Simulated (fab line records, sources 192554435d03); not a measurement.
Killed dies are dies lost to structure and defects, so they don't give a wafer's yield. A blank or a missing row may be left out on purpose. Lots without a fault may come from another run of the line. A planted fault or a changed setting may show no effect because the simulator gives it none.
A struck lot beside a sound one | flow n5_finfet | 24 steps out of a route of 1938
Sound: wafers L366.1, L366.2, L366.6. Struck: wafers L355.2, L355.3, L355.6. The cause comes at the end.
At each step with rows: each side's tool, then ch and its chambers, then its first start. Under that, the readings that differ: sound wafers | struck wafers | difference of the means | sigmas: that difference in standard deviations of wafers without a fault.
alike: readings whose means differ by less than 2 such deviations, and words and numbers that are the same on both sides. not compared: withheld readings, readings that some wafer has no value for, bounds like >300 that may hide the same value, and numbers for which the record gives no deviation and whose values overlap.
The two part at a step that has a row with sigmas, a row that says differs or no value, or rows on one side only. Numbers that don't overlap but have no deviation are shown without sigmas and don't part them. A reading that every wafer of one side lacks parts them only if that side has two wafers or more.

first, 9 steps without rows for these wafers: N5_BEOL_M8_EBR_07; N5_BEOL_M8_SOFTBAKE_06 (time 60 s); N5_BEOL_M8_EXPOSE_08 (exposes mask M8); N5_BEOL_M8_PEB_09 (peb time 60 s); N5_BEOL_M8_DEVELOP_10 (develop time 30 s); N5_BEOL_M8_DESCUM_16 (chemistry O2, time 7.9 s); N5_BEOL_M8_ETCH_61 (etches SiARC in CF4, target depth 45.5 nm, time 75.8 s); N5_BEOL_M8_ETCH_62 (etches SOC in N2/H2, target depth 110 nm, overetch 22 nm, time 165 s); N5_BEOL_M8_STRIP_68 (strips in N2/H2).
N5_BEOL_M8_STRIP_67: strips in CF4.
  sound on rie_diel-01 ch 1,2, day 15 18:10; struck on rie_diel-03 ch 0,3, day 12 01:37
  alike: bias_power_w, drypump_motor_current_A, oes_product_au, rf_vpp_V, showerhead_plenum_p_Torr, throttle_valve_pct
  not compared: rf_hours_counter_h
then, 11 steps without rows for these wafers: N5_BEOL_M8_HM_OPEN_17 (chemistry Cl2/BCl3, target TiN, target depth 20 nm, overetch 6 nm); N5_BEOL_M8_STRIP_19 (strips in O2); N5_BEOL_M8_COAT_63 (time 60 s, resist thk 60 nm); N5_BEOL_M8_COAT_64 (time 60 s, resist thk 12 nm); N5_BEOL_M8_COAT_71 (time 60 s, resist thk 5 nm); N5_BEOL_M8_COAT_22 (resist thk 30 nm); N5_BEOL_M8_EBR_24; N5_BEOL_M8_SOFTBAKE_23 (time 60 s); N5_BEOL_M8_EXPOSE_25 (exposes mask V7, target cd 40 nm); N5_BEOL_M8_PEB_26 (peb time 60 s); N5_BEOL_M8_DEVELOP_27 (develop time 30 s).
N5_BEOL_M8_INSPECT_30: inspects for defects (brightfield).
  sound on defect_inspect-02, day 15 19:43; struck on defect_inspect-02, day 12 03:08
  reading          | sound       | struck         | difference | sigmas
  raw_defect_count | 522 554 445 | 1320 1350 1259 | +803       | +9
then, 1 step without rows for these wafers: N5_BEOL_M8_DESCUM_33 (chemistry O2, time 7 s).
-- the record jumps here: 2 days lie between the struck wafers' starts before and after (it left off in module BEOL_M8 and takes up again in module PASSIVATION, whose first step shown is number 1936 of the route) --
N5_PASSIVATION_PROBE_49:
  sound on prober-02, day 19 02:37; struck on prober-02, day 14 12:40
  reading                  | sound          | struck         | difference | sigmas
  defect_limited_yield (%) | 91.4 93.0 91.0 | 86.7 78.7 79.7 | -10.1      | -8
  killed_at_M4_up          | 16 15 8        | 69 154 151     | +112       | +21
  killed_dies              | 101 83 106     | 157 251 240    | +119       | +8
  sort_bin_5_function (%)  | 4.0 3.8 5.4    | 6.4 12.8 12.9  | +6.3       | +7
  sort_bin_6_memory (%)    | 4.2 2.6 3.1    | 4.7 5.7 4.2    | +1.6       | +2
  sort_n_pass              | 1079 1097 1074 | 1023 929 940   | -119       | -8
  sort_yield_pct (%)       | 91.4 93.0 91.0 | 86.7 78.7 79.7 | -10.1      | -8
  alike: killed_at_M0_to_M3, killed_at_contacts, killed_at_front_end, killed_at_other, killed_open, killed_short, sort_bin_8_speed

WHERE THEY PART
First at N5_BEOL_M8_INSPECT_30; last, within this record, at N5_PASSIVATION_PROBE_49.

WHY: what the simulator had put in
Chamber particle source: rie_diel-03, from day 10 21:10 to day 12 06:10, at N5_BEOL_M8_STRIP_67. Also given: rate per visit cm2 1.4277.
